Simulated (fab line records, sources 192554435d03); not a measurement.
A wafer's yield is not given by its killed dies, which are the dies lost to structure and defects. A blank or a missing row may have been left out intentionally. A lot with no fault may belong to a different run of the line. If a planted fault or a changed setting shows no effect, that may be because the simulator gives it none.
Which tool did it? || flow n5 finfet || 9 lots, 27 wafers sampled, at 5 steps of a route of 1938

## WHAT THE GAUGES SHOWED, per wafer
N5_BEOL_M4_RC_MEAS_101.
{"lot": "L262", "measured": "day 8 04:54", "on": "prober-01", "DIBL_N (mV/V)": "34.3 38.8 36.5", "DIBL_P (mV/V)": "33.6 39.7 35.2", "IOFF_N (nA/um)": "0.129 0.233 0.155", "IOFF_P (nA/um)": "0.19 0.29 0.22", "ION_N (uA/um)": "660 687 672", "ION_P (uA/um)": "462 468 457", "RC_DENSE_N (ohm.um)": "19.0 18.8 19.4", "RC_DENSE_P (ohm.um)": "23.8 23.8 24.3", "RC_N (ohm.um)": "15.6 15.4 15.7", "RC_P (ohm.um)": "19.7 19.4 19.8", "REXT_N (ohm.um)": "75.4 76.1 75.4", "REXT_P (ohm.um)": "101.1 102.1 102.1", "SS_N (mV/dec)": "71.6 72.8 72.1", "SS_P (mV/dec)": "72.8 74.8 73.3", "VT_N (mV)": "250.5 243.2 251.0", "VT_P (mV)": "-248 -244 -247"}
{"lot": "L267", "measured": "day 9 05:35", "on": "prober-01", "DIBL_N (mV/V)": "35.8 37.2 35.4", "DIBL_P (mV/V)": "37.4 38.3 36.6", "IOFF_N (nA/um)": "0.168 0.183 0.158", "IOFF_P (nA/um)": "0.24 0.24 0.21", "ION_N (uA/um)": "689 681 666", "ION_P (uA/um)": "473 463 459", "RC_DENSE_N (ohm.um)": "18.4 19.3 19.2", "RC_DENSE_P (ohm.um)": "23.5 24.0 23.9", "RC_N (ohm.um)": "15.3 15.6 15.6", "RC_P (ohm.um)": "19.2 19.8 19.5", "REXT_N (ohm.um)": "71.6 73.4 73.8", "REXT_P (ohm.um)": "100.9 101.7 103.2", "SS_N (mV/dec)": "71.4 71.7 70.7", "SS_P (mV/dec)": "73.3 73.6 73.8", "VT_N (mV)": "248.0 246.9 249.3", "VT_P (mV)": "-249 -247 -252"}
{"lot": "L273", "measured": "day 11 10:02", "on": "prober-02", "DIBL_N (mV/V)": "38.3 35.8 36.1", "DIBL_P (mV/V)": "39.4 36.3 36.8", "IOFF_N (nA/um)": "0.204 0.158 0.169", "IOFF_P (nA/um)": "0.25 0.20 0.21", "ION_N (uA/um)": "655 665 666", "ION_P (uA/um)": "452 454 451", "RC_DENSE_N (ohm.um)": "38.8 38.8 39.0", "RC_DENSE_P (ohm.um)": "48.7 48.9 48.6", "RC_N (ohm.um)": "31.6 31.4 31.6", "RC_P (ohm.um)": "39.1 39.8 39.8", "REXT_N (ohm.um)": "91.2 89.7 90.1", "REXT_P (ohm.um)": "125.0 123.7 125.6", "SS_N (mV/dec)": "72.0 71.6 71.7", "SS_P (mV/dec)": "73.9 72.9 72.5", "VT_N (mV)": "243.8 248.7 245.5", "VT_P (mV)": "-250 -250 -251"}
{"lot": "L274", "measured": "day 11 10:28", "on": "prober-01", "DIBL_N (mV/V)": "37.2 33.9 36.1", "DIBL_P (mV/V)": "37.7 32.7 35.5", "IOFF_N (nA/um)": "0.182 0.125 0.163", "IOFF_P (nA/um)": "0.26 0.18 0.21", "ION_N (uA/um)": "657 651 652", "ION_P (uA/um)": "463 446 449", "RC_DENSE_N (ohm.um)": "40.3 38.9 40.7", "RC_DENSE_P (ohm.um)": "49.2 47.9 49.8", "RC_N (ohm.um)": "32.8 32.1 32.7", "RC_P (ohm.um)": "40.9 39.4 40.8", "REXT_N (ohm.um)": "91.7 89.9 90.9", "REXT_P (ohm.um)": "118.7 120.8 119.6", "SS_N (mV/dec)": "71.4 71.0 71.4", "SS_P (mV/dec)": "73.8 72.8 73.1", "VT_N (mV)": "245.9 253.8 249.0", "VT_P (mV)": "-247 -249 -250"}
{"lot": "L277", "measured": "day 12 01:50", "on": "prober-01", "DIBL_N (mV/V)": "36.9 35.4 35.4", "DIBL_P (mV/V)": "35.9 34.5 34.0", "IOFF_N (nA/um)": "0.178 0.158 0.147", "IOFF_P (nA/um)": "0.21 0.20 0.18", "ION_N (uA/um)": "678 664 662", "ION_P (uA/um)": "461 453 445", "RC_DENSE_N (ohm.um)": "18.9 19.7 19.2", "RC_DENSE_P (ohm.um)": "24.2 24.7 24.3", "RC_N (ohm.um)": "15.4 15.9 15.5", "RC_P (ohm.um)": "19.9 20.4 19.7", "REXT_N (ohm.um)": "74.3 75.7 75.9", "REXT_P (ohm.um)": "101.2 101.4 100.4", "SS_N (mV/dec)": "72.2 72.0 71.9", "SS_P (mV/dec)": "73.9 72.6 73.1", "VT_N (mV)": "247.4 249.4 252.3", "VT_P (mV)": "-249 -252 -254"}
{"lot": "L280", "measured": "day 13 00:23", "on": "prober-01", "DIBL_N (mV/V)": "35.5 37.5 35.4", "DIBL_P (mV/V)": "35.9 38.4 35.7", "IOFF_N (nA/um)": "0.162 0.193 0.156", "IOFF_P (nA/um)": "0.25 0.28 0.24", "ION_N (uA/um)": "663 680 667", "ION_P (uA/um)": "465 472 462", "RC_DENSE_N (ohm.um)": "18.3 18.3 19.0", "RC_DENSE_P (ohm.um)": "22.9 23.0 24.0", "RC_N (ohm.um)": "14.8 14.9 15.4", "RC_P (ohm.um)": "18.7 18.8 19.2", "REXT_N (ohm.um)": "73.4 72.4 73.4", "REXT_P (ohm.um)": "101.5 101.0 101.7", "SS_N (mV/dec)": "72.1 72.4 71.2", "SS_P (mV/dec)": "72.7 74.2 72.8", "VT_N (mV)": "249.5 248.3 249.9", "VT_P (mV)": "-243 -244 -248"}
{"lot": "L281", "measured": "day 13 21:21", "on": "prober-02", "DIBL_N (mV/V)": "36.1 37.1 37.0", "DIBL_P (mV/V)": "34.4 36.0 36.6", "IOFF_N (nA/um)": "0.142 0.142 0.158", "IOFF_P (nA/um)": "0.15 0.17 0.18", "ION_N (uA/um)": "664 643 674", "ION_P (uA/um)": "450 441 450", "RC_DENSE_N (ohm.um)": "18.8 18.9 18.6", "RC_DENSE_P (ohm.um)": "23.5 23.8 23.5", "RC_N (ohm.um)": "15.4 15.4 15.2", "RC_P (ohm.um)": "19.4 19.4 19.0", "REXT_N (ohm.um)": "75.7 76.3 75.2", "REXT_P (ohm.um)": "101.2 102.2 102.8", "SS_N (mV/dec)": "70.9 71.9 71.8", "SS_P (mV/dec)": "72.8 73.1 73.2", "VT_N (mV)": "249.5 253.3 248.2", "VT_P (mV)": "-258 -254 -255"}
{"lot": "L283", "measured": "day 13 21:41", "on": "prober-01", "DIBL_N (mV/V)": "36.2 35.4 34.2", "DIBL_P (mV/V)": "37.0 37.1 34.5", "IOFF_N (nA/um)": "0.186 0.171 0.136", "IOFF_P (nA/um)": "0.23 0.22 0.18", "ION_N (uA/um)": "670 690 660", "ION_P (uA/um)": "458 465 451", "RC_DENSE_N (ohm.um)": "18.5 18.7 19.2", "RC_DENSE_P (ohm.um)": "23.1 23.5 24.1", "RC_N (ohm.um)": "15.2 15.3 15.8", "RC_P (ohm.um)": "18.8 18.9 19.5", "REXT_N (ohm.um)": "75.3 75.2 76.4", "REXT_P (ohm.um)": "95.9 97.5 98.0", "SS_N (mV/dec)": "72.1 71.6 71.1", "SS_P (mV/dec)": "73.9 74.4 72.8", "VT_N (mV)": "245.1 248.0 251.7", "VT_P (mV)": "-248 -250 -253"}
{"lot": "L284", "measured": "day 14 04:16", "on": "prober-02", "DIBL_N (mV/V)": "36.1 35.0 38.2", "DIBL_P (mV/V)": "36.2 35.4 39.4", "IOFF_N (nA/um)": "0.149 0.136 0.190", "IOFF_P (nA/um)": "0.18 0.17 0.24", "ION_N (uA/um)": "665 678 675", "ION_P (uA/um)": "456 459 462", "RC_DENSE_N (ohm.um)": "18.6 18.6 19.2", "RC_DENSE_P (ohm.um)": "23.2 23.1 23.6", "RC_N (ohm.um)": "15.2 15.1 15.7", "RC_P (ohm.um)": "18.9 19.0 19.5", "REXT_N (ohm.um)": "74.6 74.2 75.8", "REXT_P (ohm.um)": "100.4 100.5 101.8", "SS_N (mV/dec)": "71.0 70.9 71.5", "SS_P (mV/dec)": "72.9 73.7 74.2", "VT_N (mV)": "252.6 253.1 249.5", "VT_P (mV)": "-253 -255 -248"}

## WHAT TOOL EACH LOT RAN ON (gives the tool, then ch and the chambers of the sampled wafers, and finally the start)
{"lot": "L262", "N5_MOL_CONTACT_COAG_ETCH_59": "rie diel-01 ch 2,3, day 5 04:50", "N5_MOL_CONTACT_COAG_IMPLANT_129": "implanter-02 ch 0, day 5 05:14", "N5_MOL_CONTACT_COAG_TI_SIL_19": "pvd sputter-01, day 5 07:01", "N5_MOL_CONTACT_COAG_CO_FILL_22": "cvd co-02 ch 0,2, day 5 08:26"}
{"lot": "L267", "N5_MOL_CONTACT_COAG_ETCH_59": "rie diel-06 ch 1,2,3, day 6 07:46", "N5_MOL_CONTACT_COAG_IMPLANT_129": "implanter-02 ch 0, day 6 08:11", "N5_MOL_CONTACT_COAG_TI_SIL_19": "pvd sputter-03, day 6 08:35", "N5_MOL_CONTACT_COAG_CO_FILL_22": "cvd co-01 ch 0,2, day 6 13:38"}
{"lot": "L273", "N5_MOL_CONTACT_COAG_ETCH_59": "rie diel-01 ch 2,3, day 7 17:20", "N5_MOL_CONTACT_COAG_IMPLANT_129": "implanter-01, day 7 17:44", "N5_MOL_CONTACT_COAG_TI_SIL_19": "pvd sputter-02, day 7 18:11", "N5_MOL_CONTACT_COAG_CO_FILL_22": "cvd co-01 ch 1,2, day 7 19:31"}
{"lot": "L274", "N5_MOL_CONTACT_COAG_ETCH_59": "rie diel-05 ch 0,1,2, day 7 22:17", "N5_MOL_CONTACT_COAG_IMPLANT_129": "implanter-02, day 7 22:42", "N5_MOL_CONTACT_COAG_TI_SIL_19": "pvd sputter-03, day 8 00:06", "N5_MOL_CONTACT_COAG_CO_FILL_22": "cvd co-01 ch 0,2, day 8 01:32"}
{"lot": "L277", "N5_MOL_CONTACT_COAG_ETCH_59": "rie diel-01 ch 1,2,3, day 8 23:32", "N5_MOL_CONTACT_COAG_IMPLANT_129": "implanter-01 ch 0, day 8 23:56", "N5_MOL_CONTACT_COAG_TI_SIL_19": "pvd sputter-02, day 9 00:32", "N5_MOL_CONTACT_COAG_CO_FILL_22": "cvd co-02 ch 0,1, day 9 01:53"}
{"lot": "L280", "N5_MOL_CONTACT_COAG_ETCH_59": "rie diel-06 ch 0,2,3, day 9 14:07", "N5_MOL_CONTACT_COAG_IMPLANT_129": "implanter-01 ch 0, day 9 14:31", "N5_MOL_CONTACT_COAG_TI_SIL_19": "pvd sputter-03, day 9 15:42", "N5_MOL_CONTACT_COAG_CO_FILL_22": "cvd co-02 ch 0,2, day 9 17:04"}
{"lot": "L281", "N5_MOL_CONTACT_COAG_ETCH_59": "rie diel-05 ch 0,1, day 10 01:07", "N5_MOL_CONTACT_COAG_IMPLANT_129": "implanter-02 ch 0, day 10 01:30", "N5_MOL_CONTACT_COAG_TI_SIL_19": "pvd sputter-02, day 10 02:12", "N5_MOL_CONTACT_COAG_CO_FILL_22": "cvd co-01 ch 0,1, day 10 04:03"}
{"lot": "L283", "N5_MOL_CONTACT_COAG_ETCH_59": "rie diel-01 ch 0,1,2, day 10 05:57", "N5_MOL_CONTACT_COAG_IMPLANT_129": "implanter-01 ch 0, day 10 06:20", "N5_MOL_CONTACT_COAG_TI_SIL_19": "pvd sputter-02, day 10 07:02", "N5_MOL_CONTACT_COAG_CO_FILL_22": "cvd co-02 ch 0,1, day 10 08:59"}
{"lot": "L284", "N5_MOL_CONTACT_COAG_ETCH_59": "rie diel-06 ch 0,2, day 10 10:47", "N5_MOL_CONTACT_COAG_IMPLANT_129": "implanter-02 ch 0, day 10 11:10", "N5_MOL_CONTACT_COAG_TI_SIL_19": "pvd sputter-03, day 10 11:54", "N5_MOL_CONTACT_COAG_CO_FILL_22": "cvd co-01 ch 0,2, day 10 13:11"}
- N5_MOL_CONTACT_COAG_ETCH_59: etches underlayer in N2/H2, target depth 13 nm, time 10.4 s.
- N5_MOL_CONTACT_COAG_IMPLANT_129
- N5_MOL_CONTACT_COAG_TI_SIL_19: material Ti, target thk 4.2 nm, time 15 s.
- N5_MOL_CONTACT_COAG_CO_FILL_22: material Co, precursor CCTBA/H2, target thk 20 nm.

## AS READ BY THE TOOLS THEMSELVES (means over the sampled wafers that have a number; for cases with no such wafer, the mark the record gives instead)
N5_MOL_CONTACT_COAG_ETCH_59.
{"lot": "L262", "tool": "rie diel-01", "drypump motor current A (A)": 5.6, "etch rf on time s (s)": 10.26, "h2 flow sccm (sccm)": 200.2, "oes product au (a.u.)": 0.63, "rf vpp V (V)": 524, "showerhead plenum p Torr (Torr)": 2.57, "throttle valve pct (%)": 17.79}
{"lot": "L267", "tool": "rie diel-06", "drypump motor current A (A)": 5.7, "etch rf on time s (s)": 10.26, "h2 flow sccm (sccm)": 200.2, "oes product au (a.u.)": 0.64, "rf vpp V (V)": 525, "showerhead plenum p Torr (Torr)": 2.53, "throttle valve pct (%)": 17.96}
{"lot": "L273", "tool": "rie diel-01", "drypump motor current A (A)": 5.7, "etch rf on time s (s)": 10.37, "h2 flow sccm (sccm)": 199.7, "oes product au (a.u.)": 0.61, "rf vpp V (V)": 524, "showerhead plenum p Torr (Torr)": 2.56, "throttle valve pct (%)": 17.82}
{"lot": "L274", "tool": "rie diel-05", "drypump motor current A (A)": 5.8, "etch rf on time s (s)": 10.46, "h2 flow sccm (sccm)": 200.4, "oes product au (a.u.)": 0.69, "rf vpp V (V)": 522, "showerhead plenum p Torr (Torr)": 2.50, "throttle valve pct (%)": 18.03}
{"lot": "L277", "tool": "rie diel-01", "drypump motor current A (A)": 5.9, "etch rf on time s (s)": 10.49, "h2 flow sccm (sccm)": 199.8, "oes product au (a.u.)": 0.60, "rf vpp V (V)": 524, "showerhead plenum p Torr (Torr)": 2.56, "throttle valve pct (%)": 17.94}
{"lot": "L280", "tool": "rie diel-06", "drypump motor current A (A)": 5.8, "etch rf on time s (s)": 10.56, "h2 flow sccm (sccm)": 199.8, "oes product au (a.u.)": 0.63, "rf vpp V (V)": 525, "showerhead plenum p Torr (Torr)": 2.56, "throttle valve pct (%)": 17.86}
{"lot": "L281", "tool": "rie diel-05", "drypump motor current A (A)": 6.2, "etch rf on time s (s)": 10.14, "h2 flow sccm (sccm)": 199.4, "oes product au (a.u.)": 0.75, "rf vpp V (V)": 524, "showerhead plenum p Torr (Torr)": 2.60, "throttle valve pct (%)": 18.10}
{"lot": "L283", "tool": "rie diel-01", "drypump motor current A (A)": 6.0, "etch rf on time s (s)": 10.56, "h2 flow sccm (sccm)": 200.3, "oes product au (a.u.)": 0.62, "rf vpp V (V)": 525, "showerhead plenum p Torr (Torr)": 2.56, "throttle valve pct (%)": 17.88}
{"lot": "L284", "tool": "rie diel-06", "drypump motor current A (A)": 5.9, "etch rf on time s (s)": 10.58, "h2 flow sccm (sccm)": 199.2, "oes product au (a.u.)": 0.62, "rf vpp V (V)": 524, "showerhead plenum p Torr (Torr)": 2.56, "throttle valve pct (%)": 17.95}

N5_MOL_CONTACT_COAG_IMPLANT_129.
{"lot": "L262", "tool": "implanter-02", "beam energy keV": 2.9995, "beam on s (s)": 33.8}
{"lot": "L267", "tool": "implanter-02", "beam energy keV": 3.0000, "beam on s (s)": 34.2}
{"lot": "L273", "tool": "implanter-01", "beam energy keV": "-", "beam on s (s)": "-"}
{"lot": "L274", "tool": "implanter-02", "beam energy keV": "-", "beam on s (s)": "-"}
{"lot": "L277", "tool": "implanter-01", "beam energy keV": 3.0003, "beam on s (s)": 34.5}
{"lot": "L280", "tool": "implanter-01", "beam energy keV": 2.9998, "beam on s (s)": 34.7}
{"lot": "L281", "tool": "implanter-02", "beam energy keV": 2.9999, "beam on s (s)": 33.7}
{"lot": "L283", "tool": "implanter-01", "beam energy keV": 2.9999, "beam on s (s)": 34.0}
{"lot": "L284", "tool": "implanter-02", "beam energy keV": 3.0003, "beam on s (s)": 34.1}

N5_MOL_CONTACT_COAG_TI_SIL_19.
{"lot": "L262", "tool": "pvd sputter-01", "throttle valve pct (%)": 30.2}
{"lot": "L267", "tool": "pvd sputter-03", "throttle valve pct (%)": 30.2}
{"lot": "L273", "tool": "pvd sputter-02", "throttle valve pct (%)": 31.2}
{"lot": "L274", "tool": "pvd sputter-03", "throttle valve pct (%)": 31.1}
{"lot": "L277", "tool": "pvd sputter-02", "throttle valve pct (%)": 29.7}
{"lot": "L280", "tool": "pvd sputter-03", "throttle valve pct (%)": 30.4}
{"lot": "L281", "tool": "pvd sputter-02", "throttle valve pct (%)": 30.7}
{"lot": "L283", "tool": "pvd sputter-02", "throttle valve pct (%)": 30.8}
{"lot": "L284", "tool": "pvd sputter-03", "throttle valve pct (%)": 31.2}

N5_MOL_CONTACT_COAG_CO_FILL_22.
{"lot": "L262", "tool": "cvd co-02", "heater power w (W)": 226}
{"lot": "L267", "tool": "cvd co-01", "heater power w (W)": 214}
{"lot": "L273", "tool": "cvd co-01", "heater power w (W)": 214}
{"lot": "L274", "tool": "cvd co-01", "heater power w (W)": 213}
{"lot": "L277", "tool": "cvd co-02", "heater power w (W)": 245}
{"lot": "L280", "tool": "cvd co-02", "heater power w (W)": 228}
{"lot": "L281", "tool": "cvd co-01", "heater power w (W)": 252}
{"lot": "L283", "tool": "cvd co-02", "heater power w (W)": 248}
{"lot": "L284", "tool": "cvd co-01", "heater power w (W)": 215}

## THE ANSWER, worked out from the rows above alone
Rule: what is usual is taken from the lots themselves. Put in order of their means at a reading, lots are off if they are a third of the lots or fewer, leave a main group of 4 or more, and stand apart from it by a gap of 3 or more times the standard deviation of the main group's means; of several such gaps the widest counts. Not used: any main group whose means are identical at the precision the tables above print for the reading. A lot without any number at a reading at which 4 lots or more have one is off too. The other lots that the step has rows for count as sound. After the gauges, taken in route order, come the tools' own readings; for these a lot's mean is taken, as printed above. The first step at which some lot is off is used, and at that step the reading that is off furthest; a lot without a number counts as furthest.
Off: L273, L274, at N5_BEOL_M4_RC_MEAS_101 (RC_N). The main group: mean 15.4 ohm.um, standard deviation 0.18.
If a tool, at a process step before that reading, ran all the lots that are off and no sound lot after the first of them, it fits. Not tried: the gauges at N5_BEOL_M4_RC_MEAS_101; whatever is off there is also off at N5_MOL_CONTACT_COAG_IMPLANT_129, on other tools, and gauge error can't account for it. No candidate that was tried fits.

## WHAT THE SIMULATOR HAD PUT IN
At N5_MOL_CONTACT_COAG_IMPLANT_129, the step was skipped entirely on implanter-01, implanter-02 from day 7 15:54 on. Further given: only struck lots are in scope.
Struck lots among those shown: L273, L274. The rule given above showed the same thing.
